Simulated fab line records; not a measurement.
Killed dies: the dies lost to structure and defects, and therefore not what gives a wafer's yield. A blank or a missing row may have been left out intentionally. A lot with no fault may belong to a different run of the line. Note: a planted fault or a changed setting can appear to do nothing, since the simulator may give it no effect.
Matching of chambers | flow n5-finfet | N5_BEOL_M1_STRIP_19 on rie-diel-06: 4 sister chambers
The step strips in O2. 14 wafers are shown with their chamber, then 7 later ones without.

WAFERS PAIRED WITH THEIR CHAMBERS
wafer  | chamber | drypump-motor-current-A (A) | throttle-valve-pct (%) | rf-vpp-V (V)
L078.2 | 3       | 5.2                         | 16.87                  | 4.0
L078.3 | 1       | 5.5                         | 16.33                  | 4.6
L078.6 | 0       | 5.6                         | 17.23                  | 3.4
L080.2 | 1       | 5.5                         | 16.34                  | 3.8
L080.3 | 3       | 5.3                         | 16.88                  | 3.1
L080.4 | 0       | 5.7                         | 17.26                  | 3.5
L081.3 | 0       | 5.6                         | 17.26                  | 3.7
L081.4 | 2       | 6.2                         | 17.08                  | 4.0
L081.5 | 1       | 5.5                         | 16.32                  | 3.4
L085.1 | 2       | 6.2                         | 17.10                  | 4.0
L085.3 | 3       | 5.3                         | 16.88                  | 2.9
L085.4 | 1       | 5.5                         | 16.34                  | 3.7
L089.1 | 1       | 5.5                         | 16.36                  | 4.0
L089.3 | 0       | 5.6                         | 16.78                  | 4.2

SIGNATURES (means of the wafers above)
reading                 | chamber 0 | chamber 1 | chamber 2 | chamber 3 | scatter within a chamber
drypump-motor-current-A | 5.625     | 5.500     | 6.200     | 5.267     | 0.0376
throttle-valve-pct      | 17.1325   | 16.3380   | 17.0900   | 16.8767   | 0.129
rf-vpp-V                | 3.700     | 3.900     | 4.000     | 3.333     | 0.432
Rule: for each reading, subtract the chamber's mean from the wafer's reading, divide by that reading's scatter and square the result; add these up over the readings and take the root, which gives the wafer's distance from the chamber. The wafer belongs to the nearest chamber; if the next one is less than 2 further off, it can't be placed. The scatter: take each reading less its chamber's mean, square it, sum over the shown wafers, divide by the number of wafers less the number of chambers, and take the root.

WAFERS WITH NO CHAMBER GIVEN
wafer  | drypump-motor-current-A (A) | throttle-valve-pct (%) | rf-vpp-V (V)
L089.6 | 5.5                         | 16.36                  | 3.4
L093.3 | 6.2                         | 17.10                  | 4.0
L093.4 | 5.6                         | 16.77                  | 3.1
L093.5 | 5.2                         | 16.92                  | 3.6
L096.1 | 5.2                         | 16.93                  | 2.9
L096.4 | 5.6                         | 16.79                  | 3.5
L096.5 | 5.6                         | 16.81                  | 3.4

THE CHAMBER EACH PASSED THROUGH
wafer  | from the rows above     | in truth
L089.6 | 1                       | 1
L093.3 | 2                       | 2
L093.4 | can't be placed: 0 or 1 | 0
L093.5 | 3                       | 3
L096.1 | 3                       | 3
L096.4 | can't be placed: 0 or 1 | 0
L096.5 | can't be placed: 0 or 1 | 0
4 of 7 placed correctly. Cannot be placed on the basis of these rows: 3; the candidates contain the true chamber in 3. Number placed wrongly: 0.
